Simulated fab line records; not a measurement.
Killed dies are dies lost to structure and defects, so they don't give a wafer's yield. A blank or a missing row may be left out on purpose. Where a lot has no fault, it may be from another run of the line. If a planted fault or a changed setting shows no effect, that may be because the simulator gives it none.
Matching of chambers	flow n5 finfet	N5_BEOL_M7_ETCH_72 on rie diel-02 has 4 sister chambers
The step etches underlayer in N2/H2, target depth 6.5 nm, time 5.2 s. 4 wafers are shown with their chamber, then 12 later ones without.

== WAFERS WITH THEIR CHAMBER ==
wafer	chamber	drypump motor current A (A)
L088.6	3	4.7
L091.2	0	5.8
L091.3	1	6.4
L091.4	2	6.1

== WAFERS WITHOUT THEIR CHAMBER ==
wafer	drypump motor current A (A)
L092.2	5.8
L092.4	4.7
L092.5	4.7
L093.2	5.8
L093.3	6.1
L093.4	4.8
L096.2	6.4
L096.4	5.7
L096.6	5.8
L097.1	6.4
L097.2	5.8
L097.5	5.8

== WHICH CHAMBER EACH ONE RAN IN ==
wafer	from the rows above	in truth
L092.2	0	0
L092.4	3	3
L092.5	3	3
L093.2	0	0
L093.3	2	2
L093.4	3	3
L096.2	1	1
L096.4	0	0
L096.6	0	0
L097.1	1	1
L097.2	0	0
L097.5	0	0
Correct placement for 12 of the 12. Not placeable from these rows: 0. Number placed wrongly: 0.
How it was worked out, from the rows above alone: a wafer's distance from a chamber is the root of the sum, over the readings, of the square of ((its reading less the chamber's mean) divided by the reading's scatter). The wafer belongs to the nearest chamber; if the next one is less than 2 further off, it can't be placed. Each chamber's mean is taken over the wafers shown for it. The scatter: root of mean squared gap, hidden wafer to nearest shown wafer, with one shown wafer a chamber.
